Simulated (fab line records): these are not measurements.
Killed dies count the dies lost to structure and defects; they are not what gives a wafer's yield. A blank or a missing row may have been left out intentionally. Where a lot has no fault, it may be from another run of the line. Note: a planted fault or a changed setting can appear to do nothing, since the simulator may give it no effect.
Comparing a struck lot with a sound one | flow n5_finfet | 36 out of 1938 route steps
Sound: wafers L283.1, L283.2, L283.6. Wafers struck: L292.1, L292.2, L292.3. At the end, the cause is stated.
At each step with rows: each side's tool, then ch and its chambers, then its first start. Under that, the readings that differ: sound wafers | struck wafers | difference of the means | sigmas: that difference in standard deviations of wafers without a fault.
alike: readings with means less than 2 such deviations apart, plus words and numbers identical on both sides. not compared: withheld readings, readings lacking a value on some wafer, bounds such as >300 that could conceal the same value, and numbers that have no deviation in the record and whose values overlap.
Wherever a step has rows on one side only, a row that says differs or no value, or a row with sigmas, the two part there. When numbers do not overlap yet have no deviation, they are printed without sigmas and do not part them. A reading that every wafer of one side lacks parts them only if that side has two wafers or more.

first, 9 steps without rows for these wafers: N5_BEOL_M3_ILD_DEP_00 (deposits SiOC from DEMS/O2, target thk 79 nm, time 15.3 s); N5_BEOL_M3_PECVD_72 (deposits SiO2 from TEOS/O2, target thk 16 nm, time 18 s); N5_BEOL_M3_HM_DEP_02 (deposits TiN, target thk 20 nm); N5_BEOL_M3_COAT_61 (time 60 s, resist thk 60 nm); N5_BEOL_M3_COAT_62 (time 60 s, resist thk 12 nm); N5_BEOL_M3_COAT_73 (time 60 s, resist thk 5 nm); N5_BEOL_M3_COAT_05 (resist thk 30 nm); N5_BEOL_M3_EBR_07; N5_BEOL_M3_SOFTBAKE_06 (time 60 s).
N5_BEOL_M3_EXPOSE_08: exposes mask M3.
  sound on euv_scanner-02 ch 0, day 8 15:19; struck on euv_scanner-02 ch 0, day 11 00:58
  reading              | sound             | struck            | difference | sigmas
  exposure_dose_mJ_cm2 | 32.93 32.95 32.90 | 30.68 30.70 30.67 | -2.24      | -61
  alike: mask
then, 2 steps without rows for these wafers: N5_BEOL_M3_PEB_09 (peb time 60 s); N5_BEOL_M3_DEVELOP_10 (develop time 30 s).
N5_BEOL_M3_CD_MEAS_11 targets a cd of 17.05 nm.
  sound on cd_sem-01 ch 0, day 8 15:27; struck on cd_sem-01 ch 0, day 11 01:05
  reading    | sound             | struck            | difference | sigmas
  cd_nm (nm) | 16.93 17.19 17.06 | 15.72 15.68 15.57 | -1.40      | -7
then, 1 step without rows for these wafers: N5_BEOL_M3_DESCUM_16 (chemistry O2, time 7 s).
N5_BEOL_M3_ETCH_74: etches underlayer in N2/H2, target depth 6.5 nm, time 5.2 s.
  sound on rie_diel-02 ch 0,1,3, day 8 15:47; struck on rie_diel-02 ch 0,2,3, day 11 01:15
  reading                         | sound    | struck         | difference | sigmas
  model.BEOL_M3.cd_offset_nm (nm) | 0 -0.2 0 | -1.4 -1.4 -1.4 | -1.3       |
  alike: drypump_motor_current_A, etch_rf_on_time_s, oes_product_au, rf_vpp_V, showerhead_plenum_p_Torr, throttle_valve_pct
  not compared: rf_hours_counter_h
then, 5 steps without rows for these wafers: N5_BEOL_M3_ETCH_63 (etches SiARC in CF4, target depth 15.6 nm, time 26 s); N5_BEOL_M3_ETCH_64 (etches SOC in N2/H2, target depth 75 nm, overetch 15 nm, time 112.5 s); N5_BEOL_M3_STRIP_65 (strips in N2/H2); N5_BEOL_M3_STRIP_75 (strips in N2/H2); N5_BEOL_M3_STRIP_66 (strips in CF4).
N5_BEOL_M3_HM_OPEN_17: chemistry Cl2/BCl3, target TiN, target depth 20 nm, overetch 6 nm.
  sound on rie_metal-02 ch 0,1, day 8 16:00; struck on rie_metal-03 ch 0,1, day 11 01:28
  reading                         | sound       | struck         | difference | sigmas
  model.BEOL_M3.cd_offset_nm (nm) | 0 -0.2 -0.2 | -1.6 -1.6 -1.6 | -1.5       |
  alike: drypump_motor_current_A, he_backside_leak_sccm, oes_product_au, throttle_valve_pct
  not compared: rf_hours_counter_h
then, 1 step without rows for these wafers: N5_BEOL_M3_STRIP_19 (strips in O2).
N5_BEOL_M3_CD_MEAS_18: pitch 36 nm, target cd 18 nm.
  sound on cd_sem-01 at day 8 16:13; struck on cd_sem-03 at day 11 01:38
  reading    | sound             | struck            | difference | sigmas
  cd_nm (nm) | 18.12 17.70 18.12 | 16.20 16.54 16.37 | -1.61      | -6
then, 11 steps without rows for these wafers: N5_BEOL_M3_COAT_67 (time 60 s, resist thk 60 nm); N5_BEOL_M3_COAT_68 (time 60 s, resist thk 12 nm); N5_BEOL_M3_COAT_76 (time 60 s, resist thk 5 nm); N5_BEOL_M3_COAT_22 (resist thk 30 nm); N5_BEOL_M3_EBR_24; N5_BEOL_M3_SOFTBAKE_23 (time 60 s); N5_BEOL_M3_EXPOSE_25 (exposes mask V2, defocus 5 nm); N5_BEOL_M3_PEB_26 (peb time 60 s); N5_BEOL_M3_DEVELOP_27 (develop time 30 s); N5_BEOL_M3_DESCUM_33 (chemistry O2, time 7 s); N5_BEOL_M3_ETCH_77 (etches underlayer in N2/H2, target depth 6.5 nm, time 5.2 s).
N5_BEOL_M4_RC_MEAS_101:
  the record has rows for the sound wafers here (prober-02 ch 0, day 9 13:03) and none for the struck ones
-- record jumps: 5 days separate the struck wafers' starts on either side; left off in module BEOL_M4, taken up again in module PASSIVATION, whose first shown step is the route's number 1936 --
N5_PASSIVATION_PROBE_49:
  sound on prober-02 at day 14 05:29; struck on prober-02 at day 16 02:47
  reading                  | sound          | struck         | difference | sigmas
  defect_limited_yield (%) | 92.6 89.7 93.3 | 23.8 27.0 22.8 | -67.3      | -48
  killed_at_M0_to_M3       | 22 43 16       | 815 799 846    | +793       | +79
  killed_dies              | 87 121 79      | 899 861 911    | +795       | +50
  killed_on_rim            | 7 23 15        | 121 104 110    | +97        | +24
  sort_bin_5_function (%)  | 4.9 5.7 4.3    | 50.6 48.7 50.7 | +45.0      | +51
  sort_bin_6_memory (%)    | 2.4 4.2 2.2    | 19.1 17.9 19.4 | +15.9      | +24
  sort_n_pass              | 1093 1059 1101 | 281 319 269    | -795       | -50
  sort_yield_pct (%)       | 92.6 89.7 93.3 | 23.8 27.0 22.8 | -67.3      | -48
  alike: killed_at_M4_up, killed_at_contacts, killed_at_front_end, killed_at_other, killed_open, killed_short

== WHERE THEY PART ==
First at N5_BEOL_M3_EXPOSE_08; last, within this record, at N5_PASSIVATION_PROBE_49.

WHY: what had been put in by the simulator
Process parameter drift: euv_scanner-02, from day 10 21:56 on, at N5_BEOL_M3_EXPOSE_08. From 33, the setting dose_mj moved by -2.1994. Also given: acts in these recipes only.
